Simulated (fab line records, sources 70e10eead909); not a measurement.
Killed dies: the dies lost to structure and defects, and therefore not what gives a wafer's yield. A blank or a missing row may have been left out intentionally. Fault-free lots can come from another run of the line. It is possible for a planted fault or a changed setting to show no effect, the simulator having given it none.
fab line records	flow nand_harc
record: lots: 15	wafers: 43	last_day: 23
route steps=1159 shown A_SLIT@790
lots with no fault: from the same line, run without faults
start_h: hours from the record's opening day to when the first of the lot's shown wafers began	wait_h: hours since the lot's step before	" identical to the entry in the row above	L1.1+2: a single row standing in for several wafers	- either no value or no given start	* or withheld: withheld	< > ~ a bound
route shown NAME@n: NAME is a module with steps in the file, n the number in the route of the first one	usual: the fault-free wafers' mean and standard deviation	same: alike in all rows	chamber/n: place in a boat	sites: readings site by site	_std_site: the values' standard deviation	_edge_site: outer sites' mean less inner sites'	radius_mm: for every site, how far away it sits from the centre of the wafer	mask NAME#n: copy n	behind: tool/chamber where the wafer was last shaped	hold: why the lot was held/for how many hours/how that ended	device: the transistor (n, p or np) that didn't switch	end of line: the tests these same wafers got at the end of their route	where a step has no rows: the recipe by itself	killed: dies that structure and defects cost at the first sort, which is not the same as the wafer's yield	map: the dies of a wafer, with x for killed, . for not killed, _ for no die there
set.NAME: the setting as run; set.NAME@STEP: as run at that earlier step	model.NAME: the simulator's own value behind a step, which no gauge read
the route's steps for a sample of lots (tables are steps, rows are wafers)
services: the hour from which a tool's chamber was out of use, counted from the record's first day as start_h (under 0 if before that day), plus the number of hours and why
== steps ==
step: NHARC_A_SLIT_CD_MEAS_09
recipe: target_cd_nm: 300	landing_energy_ev: 500
usual: cd_nm: 300.1/0.49
lot.wafer	tool	chamber	start_h	wait_h	cd_nm
L797.2	cd_sem-01	0	312.35	-	299.9
L797.3	"	0	"	"	300.0
L797.5	"	0	"	"	300.3
L800.1	cd_sem-02	0	333.91	-	300.3
L800.4	"	0	"	"	299.9
L800.6	"	0	"	"	300.2
L799.4	cd_sem-02	0	334.22	-	299.4
L799.5	"	0	"	"	300.9
L799.6	"	0	"	"	300.0
L801.2	cd_sem-02	0	343.53	-	300.1
L801.3	"	0	"	"	300.0
L801.6	"	0	"	"	300.3
L804.2	cd_sem-03	0	357.71	-	300.2
L804.4	"	0	"	"	300.4
L804.5	"	0	"	"	301.2
L805.3	cd_sem-02	0	363.09	-	300.4
L805.5	"	0	"	"	300.6
L805.6	"	0	"	"	300.5
L808.2	cd_sem-01	0	376.13	-	300.1
L808.3	"	0	"	"	300.7
L808.4	"	0	"	"	300.2
L806.1	cd_sem-03	0	377.62	-	300.1
L806.5	"	0	"	"	299.9
L806.6	"	0	"	"	300.1
L807.4	cd_sem-02	0	383.90	-	299.8
L807.5	"	0	"	"	300.4
L807.6	"	0	"	"	299.8
L809.1	cd_sem-02	0	393.46	-	300.2
L809.2	"	0	"	"	299.3
L809.4	"	0	"	"	300.3
L810.1	cd_sem-02	0	393.61	-	300.4
L810.4	"	0	"	"	299.1
L810.5	"	0	"	"	300.3
L811.2	cd_sem-02	0	404.10	-	300.5
L811.3	"	0	"	"	299.8
L811.4	"	0	"	"	300.4
L815.1	cd_sem-02	0	432.01	-	300.4
L815.2	"	0	"	"	300.1
L817.2	cd_sem-03	0	437.74	-	300.7
L817.3	"	0	"	"	300.5
L817.4	"	0	"	"	299.4
L818.1	cd_sem-03	0	438.74	-	301.3
L818.2	"	0	"	"	300.5
step: NHARC_A_SLIT_OVL_MEAS_10
usual: overlay_x_nm: -0.1/0.79	overlay_y_nm: 0.1/0.78
lot.wafer	tool	chamber	start_h	wait_h	overlay_x_nm	overlay_y_nm
L797.2	overlay-02	-	312.43	-	-0.3	0.6
L797.3	"	-	"	"	-1.0	0.8
L797.5	"	-	"	"	-0.7	0.6
L800.1	overlay-02	-	334.00	-	-0.9	0.6
L800.4	"	-	"	"	-0.8	0.4
L800.6	"	-	"	"	-1.3	0.7
L799.4	overlay-01	-	334.30	-	-0.3	-0.4
L799.5	"	-	"	"	0.1	0.2
L799.6	"	-	"	"	-0.3	0.1
L801.2	overlay-01	-	343.62	-	-0.2	-2.1
L801.3	"	-	"	"	0.3	-2.3
L801.6	"	-	"	"	0.1	-2.1
L804.2	overlay-01	-	357.80	-	0.1	0.8
L804.4	"	-	"	"	-0.2	0.6
L804.5	"	-	"	"	0.0	0.6
L805.3	overlay-01	-	363.17	-	0.9	-1.1
L805.5	"	-	"	"	1.3	-1.3
L805.6	"	-	"	"	0.9	-1.0
L808.2	overlay-02	-	376.22	-	1.0	0.5
L808.3	"	-	"	"	1.2	0.4
L808.4	"	-	"	"	0.9	0.4
L806.1	overlay-01	-	377.71	-	-1.0	0.4
L806.5	"	-	"	"	-0.6	0.4
L806.6	"	-	"	"	-0.8	0.3
L807.4	overlay-01	-	383.99	-	-1.0	-0.4
L807.5	"	-	"	"	-1.6	-0.7
L807.6	"	-	"	"	-1.7	-0.7
L809.1	overlay-02	-	393.54	-	-1.0	0.1
L809.2	"	-	"	"	-0.6	-0.1
L809.4	"	-	"	"	-0.1	0.3
L810.1	overlay-02	-	393.70	-	-0.5	-0.2
L810.4	"	-	"	"	-0.5	0.0
L810.5	"	-	"	"	-0.7	-0.2
L811.2	overlay-02	-	404.19	-	-0.1	0.2
L811.3	"	-	"	"	0.3	0.6
L811.4	"	-	"	"	0.2	0.3
L815.1	overlay-01	-	432.10	-	-0.1	-0.8
L815.2	"	-	"	"	-0.1	-0.6
L817.2	overlay-02	-	437.83	-	-0.5	1.1
L817.3	"	-	"	"	-0.2	0.6
L817.4	"	-	"	"	-0.8	0.9
L818.1	overlay-02	-	438.83	-	0.2	0.4
L818.2	"	-	"	"	-0.2	0.3
step: NHARC_A_SLIT_ETCH_29
recipe: target_depth_a: 1000	overetch_a: 100	time_s: 55	ion_energy_ev: 100	cf4_flow_sccm: 80	o2_flow_sccm: 20	ar_flow_sccm: 0	rf_w: 300	bias_w: 100	chemistry: CF4/O2
usual: drypump_motor_current_A: 5.7/0.37	oes_product_au: 0.999/0.0084	rf_vpp_V: 197.3/1.4	run_length_s: 76.4/0.33	showerhead_plenum_p_Torr: 1.31/0.052	throttle_valve_pct: 13.397/0.009
lot.wafer	tool	chamber	start_h	wait_h	drypump_motor_current_A	oes_product_au	rf_hours_counter_h	rf_vpp_V	run_length_s	showerhead_plenum_p_Torr	throttle_valve_pct
L797.3	rie_diel-06	2	318.60	0.1	5.3	1.002	5	196.7	76.2	1.28	13.406
L797.2	"	3	"	"	5.4	0.988	5	199.7	76.1	1.40	13.418
L797.5	"	3	"	"	5.4	1.001	-	199.2	76.6	1.40	13.391
L800.4	rie_diel-06	1	339.64	0.1	6.4	0.990	7	199.1	76.2	1.37	13.400
L800.1	"	3	"	"	5.4	0.997	6	199.0	76.0	1.40	13.409
L800.6	"	2	"	"	5.3	0.991	-	196.3	75.9	1.28	13.396
L799.4	rie_diel-06	3	341.30	0.1	5.4	0.996	7	199.7	76.5	1.40	13.393
L799.5	"	2	"	"	5.3	0.990	-	195.8	76.2	1.28	13.401
L799.6	"	3	"	"	5.4	0.997	-	198.3	76.0	1.40	13.391
L801.2	rie_diel-12	0	346.56	0.1	5.7	0.995	9	197.6	76.3	1.28	13.399
L801.3	"	1	"	"	5.6	0.984	10	195.5	76.1	1.25	13.403
L801.6	"	3	"	"	5.8	0.990	-	198.0	76.5	1.29	13.404
L804.4	rie_diel-03	0	360.78	0.1	5.9	1.000	9	197.4	76.7	1.32	13.389
L804.2	"	1	"	"	5.5	0.997	9	198.0	77.1	1.35	13.396
L804.5	"	0	"	"	5.9	0.993	-	198.9	76.1	1.32	13.389
L805.3	rie_diel-03	3	366.16	0.1	5.0	0.997	10	196.9	76.4	1.27	13.387
L805.6	"	1	"	"	5.5	0.996	-	198.5	76.4	1.35	13.401
L805.5	"	2	"	"	6.4	1.011	-	197.5	77.3	1.25	13.384
L808.2	rie_diel-03	0	382.08	0.1	5.9	1.004	11	195.9	76.5	1.32	13.418
L808.3	"	1	"	"	5.5	0.985	10	197.8	76.9	1.35	13.391
L808.4	"	1	"	"	5.5	1.000	-	199.3	76.5	1.35	13.401
L806.1	rie_diel-03	0	383.33	0.1	5.9	1.004	11	197.8	76.3	1.32	13.386
L806.5	"	1	"	"	5.5	1.005	-	198.0	76.8	1.35	13.381
L806.6	"	3	"	"	5.0	1.006	-	198.1	76.3	1.27	13.407
L807.4	rie_diel-03	3	389.94	0.1	5.0	1.010	12	195.3	76.4	1.27	13.381
L807.5	"	3	"	"	5.0	1.000	-	196.7	76.2	1.27	13.391
L807.6	"	0	"	"	5.9	1.007	-	196.7	76.9	1.32	13.418
L809.2	rie_diel-12	2	396.54	0.1	5.7	1.003	0	198.4	75.9	1.34	13.402
L809.1	"	3	"	"	5.8	0.994	0	197.4	76.1	1.29	13.409
L809.4	"	0	"	"	5.7	0.992	0	196.7	76.4	1.28	13.391
L810.1	rie_diel-12	0	396.97	0.1	5.8	0.997	0	195.7	76.3	1.28	13.411
L810.4	"	2	"	"	5.6	0.991	0	197.3	76.1	1.34	13.406
L810.5	"	0	"	"	5.8	0.989	-	195.9	76.4	1.28	13.397
L811.2	rie_diel-06	3	407.28	0.1	5.4	1.001	12	198.9	76.4	1.40	13.397
L811.3	"	1	"	"	6.4	0.998	14	198.2	76.5	1.37	13.392
L811.4	"	2	"	"	5.3	1.000	13	197.1	76.6	1.28	13.402
L815.1	rie_diel-12	3	438.47	0.1	5.8	0.991	5	197.0	76.2	1.29	13.404
L815.2	"	0	"	"	5.7	1.001	4	196.1	67.2	1.28	13.408
L817.4	rie_diel-12	3	440.83	0.1	5.8	0.988	5	196.9	76.7	1.29	13.399
L817.3	"	0	"	"	5.8	1.001	4	197.1	76.1	1.28	13.389
L817.2	"	1	"	"	5.6	0.991	3	196.3	66.7	1.24	13.391
L818.2	rie_diel-12	2	442.53	0.1	5.6	1.016	4	197.6	66.4	1.34	13.383
L818.1	"	3	"	"	5.8	0.986	5	195.8	76.3	1.29	13.385
step: NHARC_A_SLIT_STRIP_18
recipe: o2_flow_sccm: 500	ar_flow_sccm: 0	bias_w: 0	chemistry: O2
usual: drypump_motor_current_A: 5.7/0.37	oes_product_au: 0.999/0.009	rf_vpp_V: 57.7/0.94	showerhead_plenum_p_Torr: 3.49/0.14	throttle_valve_pct: 17.037/0.0093
lot.wafer	tool	chamber	start_h	wait_h	drypump_motor_current_A	oes_product_au	rf_hours_counter_h	rf_vpp_V	showerhead_plenum_p_Torr	throttle_valve_pct
L797.2	rie_diel-06	2	-	-	5.3	0.996	5	57.4	3.39	17.035
L797.3	"	3	"	"	5.4	1.004	5	58.9	3.69	17.031
L797.5	"	2	"	"	5.3	0.991	-	58.6	3.39	17.035
L800.4	rie_diel-06	3	-	-	5.4	0.995	6	59.1	3.69	17.034
L800.1	"	2	"	"	5.3	0.998	7	56.8	3.38	17.039
L800.6	"	3	"	"	5.4	0.996	-	57.5	3.69	17.033
L799.4	rie_diel-06	0	-	-	5.8	1.003	6	59.2	3.74	17.041
L799.5	"	0	"	"	5.8	1.011	-	57.5	3.74	17.042
L799.6	"	1	"	"	6.4	0.985	-	58.1	3.61	17.033
L801.2	rie_diel-12	3	-	-	5.8	0.993	9	58.2	3.42	17.020
L801.3	"	1	"	"	5.7	0.984	10	56.7	3.30	17.023
L801.6	"	3	"	"	5.8	0.993	-	57.8	3.42	17.036
L804.2	rie_diel-03	0	-	-	5.9	1.005	9	57.9	3.49	17.032
L804.4	"	3	"	"	5.0	1.008	10	57.6	3.37	17.047
L804.5	"	0	"	"	5.9	0.997	-	57.6	3.49	17.036
L805.3	rie_diel-03	2	-	-	6.4	1.011	10	57.8	3.30	17.034
L805.5	"	1	"	"	5.5	0.997	-	59.7	3.57	17.035
L805.6	"	2	"	"	6.4	1.002	-	56.8	3.30	17.043
L808.2	rie_diel-03	3	-	-	5.0	1.004	11	58.1	3.37	17.030
L808.3	"	0	"	"	5.9	1.007	11	56.5	3.49	17.018
L808.4	"	0	"	"	6.0	0.995	-	56.9	3.49	17.043
L806.1	rie_diel-03	0	-	-	5.9	1.011	11	57.6	3.49	17.036
L806.5	"	3	"	"	5.0	1.007	-	58.7	3.37	17.049
L806.6	"	0	"	"	5.9	1.012	-	56.4	3.49	17.052
L807.4	rie_diel-03	2	-	-	6.4	1.000	11	58.2	3.30	17.028
L807.5	"	0	"	"	5.9	1.001	-	57.2	3.48	17.042
L807.6	"	1	"	"	5.5	0.997	-	57.2	3.57	17.041
L809.4	rie_diel-12	2	-	-	5.6	1.003	0	58.0	3.53	17.038
L809.1	"	3	"	"	5.8	0.984	0	57.4	3.42	17.052
L809.2	"	1	"	"	5.6	0.991	0	56.5	3.30	17.035
L810.1	rie_diel-12	2	-	-	5.7	1.008	0	56.9	3.53	17.041
L810.4	"	3	"	"	5.8	0.996	1	58.0	3.42	17.043
L810.5	"	2	"	"	5.7	1.008	-	58.9	3.53	17.041
L811.2	rie_diel-06	0	-	-	5.8	1.002	12	58.7	3.74	17.033
L811.3	"	1	"	"	6.4	1.001	14	57.0	3.61	17.041
L811.4	"	2	"	"	5.3	1.001	13	58.2	3.38	17.038
L815.1	rie_diel-12	3	-	-	5.8	0.991	5	56.9	3.42	17.031
L815.2	"	1	"	"	5.6	0.990	3	57.5	3.30	17.019
L817.2	rie_diel-12	1	-	-	5.6	0.993	3	56.4	3.30	17.033
L817.3	"	3	"	"	5.8	0.987	5	57.3	3.42	17.047
L817.4	"	0	"	"	5.8	0.999	4	57.6	3.38	17.038
L818.2	rie_diel-12	0	-	-	5.8	0.991	4	56.9	3.38	17.050
L818.1	"	1	"	"	5.7	0.983	3	57.5	3.30	17.039
== services ==
tool	chamber	start_h	hours	kind
rie_diel-12	3	300.26	1.6	repair
rie_diel-06	0	303.07	5.0	repair
rie_diel-12	0	311.40	-	clean
rie_diel-12	1	311.40	-	clean
rie_diel-12	2	311.40	-	clean
rie_diel-12	3	311.40	-	clean
rie_diel-12	0	335.90	-	clean
rie_diel-12	1	335.90	-	clean
rie_diel-12	2	335.90	-	clean
rie_diel-12	3	335.90	-	clean
rie_diel-12	2	346.54	33.2	repair
rie_diel-03	-	350.79	2.2	repair
rie_diel-12	0	360.40	-	clean
rie_diel-12	1	360.40	-	clean
rie_diel-12	3	360.40	-	clean
rie_diel-06	1	373.84	3.5	repair
rie_diel-12	0	377.04	5.5	repair
rie_diel-03	2	381.00	8.3	repair
rie_diel-12	-	381.29	9.0	pm
rie_diel-12	1	381.29	9.0	vent_cycle
rie_diel-03	-	392.33	9.0	pm
rie_diel-03	0	402.85	3.0	repair
rie_diel-06	-	418.22	9.0	pm
rie_diel-06	3	439.62	4.6	repair
== key ==
first_sign: step: NHARC_A_SLIT_ETCH_29	reading: run_length_s	direction: down	sigmas: 29	usual: *	struck: *
effect none on later readings
met_at NHARC_A_SLIT_ETCH_29
struck_lots L815,L817,L818
struck_wafers L815.2,L817.2,L818.2
later_rows_left_out L815.2,L817.2,L818.2
sort_left_out L815.2,L817.2,L818.2
tester_left_out L815,L817,L818
not_acting_at NHARC_A_SLIT_CD_MEAS_09,NHARC_A_SLIT_OVL_MEAS_10,NHARC_A_SLIT_STRIP_18
onset_between 396.97 438.47
fault: kind: process_parameter_drift	tool: rie_diel-12	chamber: -	onset_h: 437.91	steps: NHARC_A_SLIT_ETCH_29	channel: time_s	offset: *	shape: step	end_h: 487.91	scope: struck_wafers_only	acts_in: *	stated: *
tester_left_out: of these lots the tester's yield and bins aren't shown, on N5 and GAA mostly nor the transistor test; their killed dies are dies lost to structure and defects alone, not to doping, threshold or leakage, so they don't give the yield
sort_left_out: the simulated sort isn't trusted on such a fault, so these wafers' sort isn't shown, and their yield isn't known
later_rows_left_out: the simulator's readings of these wafers behind a module that went badly wrong aren't trusted and aren't shown, but for the sort
